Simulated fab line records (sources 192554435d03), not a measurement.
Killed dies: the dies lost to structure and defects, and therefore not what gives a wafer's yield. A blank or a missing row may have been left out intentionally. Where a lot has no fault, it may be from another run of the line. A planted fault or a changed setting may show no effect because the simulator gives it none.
fab line records | flow n5_finfet
record: lots: 7 wafers: 21
route steps=1938 shown PASSIVATION@1931
start_h: hours from the record's first day to the start of the lot's first wafer shown | wait_h: hours elapsed since this lot's preceding step | " as in the row above | L1.1+2: one row covering several wafers at once | - no value, or no start was given | * or withheld: withheld | < > ~ a bound
route shown NAME@n: a module of which the file shows steps, and the number in the route of the first | usual: mean/standard deviation taken from wafers without a fault | same: alike in all rows | chamber/n: place in a boat | sites: per-site readings | _std_site: the values' standard deviation | _edge_site: the outer-site mean with the inner-site mean subtracted | radius_mm: for every site, how far away it sits from the centre of the wafer | mask NAME#n: copy n | behind: tool/chamber where the wafer was last shaped | hold: why the lot went on hold/how many hours it stayed there/how the hold came to an end | device: names the non-switching transistor (n, p or np) | end of line: tests run on the same wafers once the route is complete | a step without rows: its recipe alone | killed: dies lost to structure and defects at the first sort, not the wafer's yield | map: the dies of a wafer, with x for killed, . for not killed, _ for no die there
set.NAME: the setting the step ran with; set.NAME@STEP: the setting that earlier step ran with | model.NAME: the simulator's own value behind a step, which no gauge read
lots with deliberately changed settings; one table per step, one row per wafer
== steps ==
step: N5_PASSIVATION_STRIP_48
recipe: chemistry: O2 power_w: 600 temp_c: 60 pressure_mtorr: 30 rf_frequency_hz: 6e+07 bias_power_w: 0 overash_fraction: 0.5 o2_flow_sccm: 225
columns lot.wafer tool chamber start_h wait_h set.temp_c
L078.1+5 rie_diel-02 2,3 289.04 0.1 60
L078.4 " 0 " " 62.8
L085.2+4+6 rie_diel-06 0,3,3 328.98 0.1 60
L086.1+3 rie_diel-02 1,0 341.32 0.1 61.09
L086.6 " 0 " " 60
L087.2+6 rie_diel-05 0,3 358.03 0.1 60
L087.3 " 1 " " 63.15
L091.2+3+4 rie_diel-05 0,1,3 376.59 0.1 60
L095.1+2 rie_diel-05 2,1 392.42 0.1 56.88
L095.3 " 0 " " 60
L097.1 rie_diel-02 1 422.85 0.1 60
L097.2+4 " 3,0 " " 61.18
step: N5_PASSIVATION_STRIP_52
recipe: chemistry: post_etch_residue_remover time_s: 1200 temp_c: 72.5
step: N5_PASSIVATION_CLEAN_71
recipe: chemistry: IPA time_s: 180 temp_c: 25
step: N5_PASSIVATION_SRD_72
recipe: dry: ipa_marangoni time_s: 30 temp_c: 23 rinse_liquid: diw
step: N5_PASSIVATION_ANNEAL_56
recipe: temp_c: 400 time_s: 1800 ambient: FGA idle_temp_c: 300 ramp_up_c_per_min: 5 ramp_down_c_per_min: 3
step: N5_PASSIVATION_PROBE_49
usual: defect_limited_yield: 91.2/1.6 killed_at_M0_to_M3: 34/11 killed_at_M4_up: 14/5.7 killed_at_contacts: 14/6.6 killed_at_front_end: 37/10 killed_at_other: 4/3.2 killed_dies: 104/19 killed_open: 69/13 killed_short: 33/8.7 sort_bin_4_leakage: 0.00/0.014 sort_bin_5_function: 5.1/1 sort_bin_6_memory: 3.3/0.76 sort_bin_8_speed: 0.00/0.016 sort_n_pass: 1076/19 sort_yield_pct: 91.2/1.6
same: gross_dies: 1180 killed_at_back_side: 0
columns lot.wafer tool chamber start_h wait_h set.temp_c@PASSIVATION_STRIP_48 defect_limited_yield[%] killed_at_M0_to_M3 killed_at_M4_up killed_at_contacts killed_at_front_end killed_at_other killed_dies killed_open killed_short sort_bin_4_leakage[%] sort_bin_5_function[%] sort_bin_6_memory[%] sort_bin_8_speed[%] sort_n_pass sort_yield_pct[%]
L078.1 prober-02 - 291.53 0.0 60 93.6 25 5 13 31 1 75 48 25 0 3.8 2.3 0 1105 93.6
L078.4 prober-02 - 291.68 0.2 62.8 93.3 28 4 10 35 2 79 49 27 0 4.2 2.4 0 1101 93.3
L078.5 prober-02 - 291.73 0.2 60 94.2 28 14 9 16 1 68 50 17 0 3.1 2.5 0 1112 94.2
L085.2 prober-01 - 331.53 0.1 60 88.8 46 13 28 41 4 132 87 43 0 6.8 4.1 0 1048 88.8
L085.4 prober-01 - 331.63 0.2 60 90.8 35 21 22 25 6 109 75 31 0 5.5 3.5 0 1071 90.8
L085.6 prober-01 - 331.73 0.3 60 90.1 46 18 10 34 9 117 78 34 0 5.9 3.1 0 1063 90.1
L086.1 prober-02 - 343.82 0.0 61.09 90.6 28 11 16 52 4 111 69 31 0 5.4 2.7 0 1069 90.6
L086.3 prober-02 - 343.92 0.1 61.09 91.6 18 7 27 47 0 99 61 31 0 4.2 3.1 0 1081 91.6
L086.6 prober-02 - 344.07 0.3 60 92.8 26 12 9 30 8 85 50 30 0 4.3 2.7 0 1095 92.8
L087.2 prober-02 - 360.57 0.1 60 90.5 29 15 14 49 5 112 68 44 0 6.3 2.7 0 1068 90.5
L087.3 prober-02 - 360.62 0.1 63.15 79.7 28 140 22 47 3 240 68 37 0 11.8 7.5 0 940 79.7
L087.6 prober-02 - 360.77 0.3 60 88.1 39 13 37 44 7 140 88 51 0 6.4 4.8 0 1040 88.1
L091.2 prober-02 - 379.13 0.1 60 90.7 40 14 16 40 0 110 74 36 0 5.5 3.1 0 1070 90.7
L091.3 prober-02 - 379.18 0.1 60 92.2 40 14 5 31 2 92 71 21 0 5.0 2.5 0 1088 92.2
L091.4 prober-02 - 379.23 0.2 60 91.7 40 5 16 37 0 98 60 35 0 5.2 2.9 0 1082 91.7
L095.1 prober-02 - 394.93 0.0 56.88 89.4 39 20 12 53 1 125 62 51 0 5.8 3.5 0 1055 89.4
L095.2 prober-02 - 394.98 0.1 56.88 90.8 40 19 8 41 0 108 63 33 0 5.3 3.7 0 1072 90.8
L095.3 prober-02 - 395.03 0.1 60 89.6 26 39 15 40 3 123 65 36 0 5.9 4.2 0 1057 89.6
L097.1 prober-02 - 425.34 0.0 60 91.0 34 22 12 34 4 106 75 30 0.34 5.4 3.2 0 1070 90.7
L097.2 prober-02 - 425.39 0.1 61.18 91.5 32 7 20 28 13 100 68 31 0 4.7 3.6 0 1080 91.5
L097.4 prober-02 - 425.49 0.2 61.18 91.2 27 15 2 47 13 104 64 35 0 5.2 2.9 0.08 1075 91.1
killed by level:class
L078.1 STI_FIN_REVEAL:geometric_particle:open=12 MOL_CONTACT_COAG:geometric_particle:open=11 BEOL_M1:geometric_particle:open=6 BEOL_M2:geometric_particle:open=4 BEOL_M0_SAQP:geometric_particle:open=4 BEOL_M1:geometric_particle:short=3 BEOL_M3:geometric_particle:short=3 FIN_SAQP:geometric_particle:short=2
L078.4 STI_FIN_REVEAL:geometric_particle:open=8 MOL_CONTACT_COAG:geometric_particle:open=8 BEOL_M1:geometric_particle:open=8 FIN_SAQP:geometric_particle:short=6 BEOL_M0_SAQP:geometric_particle:short=5 BEOL_M0:geometric_particle:open=5 GATE_CUT:geometric_particle:short=4 BEOL_M0:geometric_particle:short=4
L078.5 MOL_CONTACT_COAG:geometric_particle:open=8 BEOL_M0_SAQP:geometric_particle:open=8 BEOL_M1:geometric_particle:open=7 BEOL_M3:geometric_particle:open=4 STARTING-WAFER:geometric_particle:open=4 BEOL_M0_SAQP:geometric_particle:short=3 BEOL_M4:geometric_particle:open=3 FIN_SAQP:geometric_particle:open=2
L085.2 MOL_CONTACT_COAG:geometric_particle:open=24 BEOL_M0_SAQP:geometric_particle:short=13 FIN_SAQP:geometric_particle:short=11 BEOL_M0_SAQP:geometric_particle:open=11 STI_FIN_REVEAL:geometric_particle:open=10 BEOL_M2:geometric_particle:open=9 BEOL_M4:geometric_particle:open=7 DUMMY_GATE:geometric_particle:open=7
L085.4 MOL_CONTACT_COAG:geometric_particle:open=14 BEOL_M4:geometric_particle:open=10 BEOL_M1:geometric_particle:open=9 BEOL_M0_SAQP:geometric_particle:short=8 FIN_SAQP:geometric_particle:open=7 MOL_CONTACT_COAG:geometric_particle:short=6 BEOL_M0_SAQP:geometric_particle:open=5 BEOL_M5:geometric_particle:open=4
L085.6 BEOL_M0_SAQP:geometric_particle:open=15 BEOL_M3:geometric_particle:open=11 MOL_CONTACT_COAG:geometric_particle:open=9 BEOL_M0_SAQP:geometric_particle:short=8 STI_FIN_REVEAL:geometric_particle:open=7 BEOL_M1:geometric_particle:open=7 BEOL_M4:geometric_particle:open=7 FIN_SAQP:geometric_particle:open=4
L086.1 FIN_SAQP:geometric_particle:open=16 MOL_CONTACT_COAG:geometric_particle:open=13 BEOL_M2:geometric_particle:open=9 HKMG_FIN:area_etch=7 FIN_SAQP:geometric_particle:short=6 ILD0:geometric_particle:short=5 BEOL_M0_SAQP:geometric_particle:open=5 GATE_CUT:geometric_particle:short=4
L086.3 MOL_CONTACT_COAG:geometric_particle:open=20 GATE_CUT:geometric_particle:short=8 FIN_SAQP:geometric_particle:open=7 DUMMY_GATE:geometric_particle:open=7 MOL_CONTACT_COAG:geometric_particle:short=7 FIN_SAQP:geometric_particle:short=6 HKMG_FIN:area_etch=6 BEOL_M0_SAQP:geometric_particle:open=5
L086.6 FIN_SAQP:geometric_particle:open=12 MOL_CONTACT_COAG:geometric_particle:open=8 BEOL_M0_SAQP:geometric_particle:open=7 BEOL_M1:geometric_particle:open=5 BEOL_M2:geometric_particle:open=5 FIN_SAQP:geometric_particle:short=4 GATE_CUT:geometric_particle:short=4 BEOL_M0_SAQP:geometric_particle:short=4
L087.2 STI_FIN_REVEAL:geometric_particle:open=20 FIN_SAQP:geometric_particle:short=8 BEOL_M2:geometric_particle:open=8 MOL_CONTACT_COAG:geometric_particle:short=7 MOL_CONTACT_COAG:geometric_particle:open=7 BEOL_M0_SAQP:geometric_particle:short=6 FIN_SAQP:geometric_particle:open=5 STI_FIN_REVEAL:geometric_particle:short=5
L087.3 BEOL_M4:area_expose=128 MOL_CONTACT_COAG:geometric_particle:open=15 BEOL_M3:geometric_particle:open=8 STI_FIN_REVEAL:geometric_particle:open=7 GATE_CUT:geometric_particle:open=7 MOL_CONTACT_COAG:geometric_particle:short=7 FIN_SAQP:geometric_particle:open=6 GATE_CUT:geometric_particle:short=6
L087.6 MOL_CONTACT_COAG:geometric_particle:open=34 BEOL_M0_SAQP:geometric_particle:short=15 BEOL_M0_SAQP:geometric_particle:open=14 STI_FIN_REVEAL:geometric_particle:open=8 GATE_CUT:geometric_particle:short=8 BEOL_M4:geometric_particle:open=7 FIN_SAQP:geometric_particle:short=5 FIN_SAQP:geometric_particle:open=4
L091.2 FIN_SAQP:geometric_particle:short=13 MOL_CONTACT_COAG:geometric_particle:open=13 BEOL_M2:geometric_particle:open=10 BEOL_M3:geometric_particle:open=9 FIN_SAQP:geometric_particle:open=7 BEOL_M1:geometric_particle:open=7 BEOL_M0_SAQP:geometric_particle:short=5 GATE_CUT:geometric_particle:short=5
L091.3 BEOL_M3:geometric_particle:open=13 FIN_SAQP:geometric_particle:open=9 BEOL_M1:geometric_particle:open=8 BEOL_M0_SAQP:geometric_particle:open=7 BEOL_M8:geometric_particle:open=5 DUMMY_GATE:geometric_particle:open=4 MOL_CONTACT_COAG:geometric_particle:open=4 BEOL_M0_SAQP:geometric_particle:short=4
L091.4 MOL_CONTACT_COAG:geometric_particle:open=14 BEOL_M3:geometric_particle:open=9 BEOL_M0_SAQP:geometric_particle:short=8 BEOL_M2:geometric_particle:open=7 FIN_SAQP:geometric_particle:open=6 STI_FIN_REVEAL:geometric_particle:short=5 GATE_CUT:geometric_particle:open=5 FIN_SAQP:geometric_particle:short=4
L095.1 FIN_SAQP:geometric_particle:open=12 FIN_SAQP:geometric_particle:short=11 BEOL_M1:geometric_particle:open=10 HKMG_FIN:area_etch=9 BEOL_M0:geometric_particle:short=7 BEOL_M5:geometric_particle:open=6 MOL_CONTACT_COAG:geometric_particle:short=6 MOL_CONTACT_COAG:geometric_particle:open=6
L095.2 BEOL_M2:geometric_particle:open=10 FIN_SAQP:area_peb=8 FIN_SAQP:geometric_particle:open=6 MOL_CONTACT_COAG:geometric_particle:open=6 BEOL_M4:geometric_particle:open=6 BEOL_M0:geometric_particle:short=5 BEOL_M4:geometric_particle:short=4 GATE_CUT:geometric_particle:short=4
L095.3 BEOL_M4:area_expose=19 MOL_CONTACT_COAG:geometric_particle:open=13 BEOL_M4:geometric_particle:open=9 STI_FIN_REVEAL:geometric_particle:open=8 BEOL_M2:geometric_particle:open=7 FIN_SAQP:geometric_particle:open=6 FIN_SAQP:geometric_particle:short=5 GATE_CUT:geometric_particle:short=5
L097.1 MOL_CONTACT_COAG:geometric_particle:open=12 BEOL_M4:geometric_particle:open=12 STI_FIN_REVEAL:geometric_particle:open=11 BEOL_M3:geometric_particle:open=8 BEOL_M0_SAQP:geometric_particle:open=7 FIN_SAQP:geometric_particle:open=5 GATE_CUT:geometric_particle:short=4 BEOL_M0_SAQP:geometric_particle:short=4
L097.2 MOL_CONTACT_COAG:geometric_particle:open=17 BEOL_M3:geometric_particle:open=9 BEOL_M0_SAQP:geometric_particle:open=6 FIN_SAQP:geometric_particle:short=5 FIN_SAQP:geometric_particle:open=4 BEOL_M0_SAQP:geometric_particle:short=4 BEOL_M2:geometric_particle:open=4 BEOL_M4:geometric_particle:open=4
L097.4 FIN_SAQP:geometric_particle:open=10 FIN_SAQP:geometric_particle:short=9 BEOL_M1:geometric_particle:open=8 ILD0:geometric_particle:open=6 BEOL_M4:geometric_particle:open=6 HKMG_FIN:area_etch=5 STI_FIN_REVEAL:geometric_particle:open=4 BEOL_M0:geometric_particle:open=4
== key ==
split: step: N5_PASSIVATION_STRIP_48 setting: temp_c stated: 60 by: wafer
response: step: N5_PASSIVATION_PROBE_49 reading: killed_at_M4_up shape: bent at_lowest: 20 at_stated: 16 at_highest: 140
